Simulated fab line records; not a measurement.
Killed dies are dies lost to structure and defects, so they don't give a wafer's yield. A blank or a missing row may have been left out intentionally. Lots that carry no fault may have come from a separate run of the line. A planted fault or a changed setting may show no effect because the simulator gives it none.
Which of the tools did it? | flow nand_harc | Sampling: 6 lots, 18 wafers, 2 of 1302 route steps

== WHAT EACH GAUGE READ, for each wafer ==
NHARC_A_M0_INSPECT_11.
lot  | measured     | on                | raw_defect_count
L100 | day 24 10:05 | defect_inspect-02 | 29 24 23
L108 | day 27 21:50 | defect_inspect-02 | 12 20 19
L116 | day 30 09:41 | defect_inspect-02 | 158 145 128
L114 | day 30 16:24 | defect_inspect-01 | 86 89 112
L118 | day 31 10:35 | defect_inspect-02 | 135 97 110
L119 | day 32 07:54 | defect_inspect-01 | 67 65 65

== WHICH TOOL RAN EACH LOT (tool, then ch and the chambers of the sampled wafers, then the start) ==
lot  | NHARC_A_BLC_PVD_32
L100 | pvd_sputter-03, day 24 10:05 or earlier
L108 | pvd_sputter-01, day 27 21:50 or earlier
L116 | pvd_sputter-02, day 30 09:41 or earlier
L114 | pvd_sputter-02, day 30 16:24 or earlier
L118 | pvd_sputter-01, day 31 10:35 or earlier
L119 | pvd_sputter-01, day 32 07:54 or earlier
- NHARC_A_BLC_PVD_32: deposits Ti, target thk 5 nm, time 17.7 s.

== THE ANSWER, worked out from the rows above alone ==
Rule: the lots themselves supply what counts as usual. Put in order of their means at a reading, lots are off if they are a third of the lots or fewer, leave a main group of 4 or more, and stand apart from it by a gap of 3 or more times the standard deviation of the main group's means; of several such gaps the widest counts. If all means in a main group match to the digits the tables above print for the reading, that group is not used. Also off: a lot with no number at a reading for which 4 or more lots have one. The other lots that the step has rows for count as sound.
Nothing can be told from this: no lot is off at any reading shown.

== WHAT THE SIMULATOR HAD PUT IN ==
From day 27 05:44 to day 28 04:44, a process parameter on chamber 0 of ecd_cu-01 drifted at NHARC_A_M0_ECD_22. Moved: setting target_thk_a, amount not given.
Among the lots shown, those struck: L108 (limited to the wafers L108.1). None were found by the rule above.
